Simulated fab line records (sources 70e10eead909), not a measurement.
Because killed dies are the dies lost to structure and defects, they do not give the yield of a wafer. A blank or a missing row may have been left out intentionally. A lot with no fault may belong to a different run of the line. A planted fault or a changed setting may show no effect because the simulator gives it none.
The tool behind it: which one? | flow nand-harc | 7 lots, 20 wafers sampled, at 3 steps of a route of 1302

== WHAT EACH GAUGE READ, for each wafer ==
NHARC_A_ONON_D2_THK_MEAS_02: measures by ellipsometry.
lot  | measured     | on            | thk-nm (nm)
L419 | day 12 17:25 | film-metro-01 | 1007 1009 1008
L421 | day 13 12:45 | film-metro-01 | 1010 1010 1008
L424 | day 14 16:07 | film-metro-01 | 1009 1009 1008
L426 | day 15 22:05 | film-metro-02 | 1011 1009 1011
L428 | day 17 04:41 | film-metro-01 | 999 999 999
L437 | day 19 22:32 | film-metro-02 | 991 624
L440 | day 22 03:30 | film-metro-02 | 1001 1000 1003

== WHICH TOOL RAN EACH LOT (tool, then ch and the chambers of the sampled wafers, then the start) ==
lot  | NHARC_A_CHANNEL_HOLE_D1_ETCH_44    | NHARC_A_ONON_D2_DEP_00
L419 | rie-diel-10 ch 0,1,3, day 9 02:23  | pecvd-onon-04 ch 0, day 12 16:58
L421 | rie-diel-04 ch 1,3, day 9 19:21    | pecvd-onon-01 ch 0, day 13 12:17
L424 | rie-diel-10 ch 0,2,3, day 11 02:18 | pecvd-onon-04 ch 0, day 14 15:43
L426 | rie-diel-10 ch 0,2,3, day 12 08:44 | pecvd-onon-04 ch 0, day 15 21:34
L428 | rie-diel-04 ch 1,2, day 13 03:36   | pecvd-onon-04 ch 0, day 17 04:11
L437 | rie-diel-10 ch 1,2, day 16 10:10   | pecvd-onon-04 ch 0, day 19 21:59
L440 | rie-diel-04 ch 0,1, day 18 11:52   | pecvd-onon-03 ch 0, day 22 03:02
- NHARC_A_CHANNEL_HOLE_D1_ETCH_44: etches the open film in CF4/O2, target depth 140 nm, overetch 14 nm, time 77 s.
- NHARC_A_ONON_D2_DEP_00: target thk 1000 nm.

== THE ANSWER, worked out from the rows above alone ==
Rule: the usual values come from the lots themselves. The widest of any qualifying gaps counts: lots, ordered by their means at a reading, are off when they make up no more than a third of the lots, leave a main group of 4 or more, and stand apart from it by 3 or more times the standard deviation of that group's means. If all means in a main group match to the digits the tables above print for the reading, that group is not used. A lot without any number at a reading at which 4 lots or more have one is off too. Any other lot the step has rows for is counted as sound.
Off, at NHARC_A_ONON_D2_THK_MEAS_02 on thk-nm: L437. Main group: mean 1006 nm, sd 4.3.
If a tool, at a process step before that reading, ran all the lots that are off and no sound lot after the first of them, it fits. Those tools and the gauges at NHARC_A_ONON_D2_THK_MEAS_02 are tried in the same way. Can't be told from this: 2 tools fit, rie-diel-10 at NHARC_A_CHANNEL_HOLE_D1_ETCH_44, pecvd-onon-04 at NHARC_A_ONON_D2_DEP_00.

== WHAT THE SIMULATOR PUT IN ==
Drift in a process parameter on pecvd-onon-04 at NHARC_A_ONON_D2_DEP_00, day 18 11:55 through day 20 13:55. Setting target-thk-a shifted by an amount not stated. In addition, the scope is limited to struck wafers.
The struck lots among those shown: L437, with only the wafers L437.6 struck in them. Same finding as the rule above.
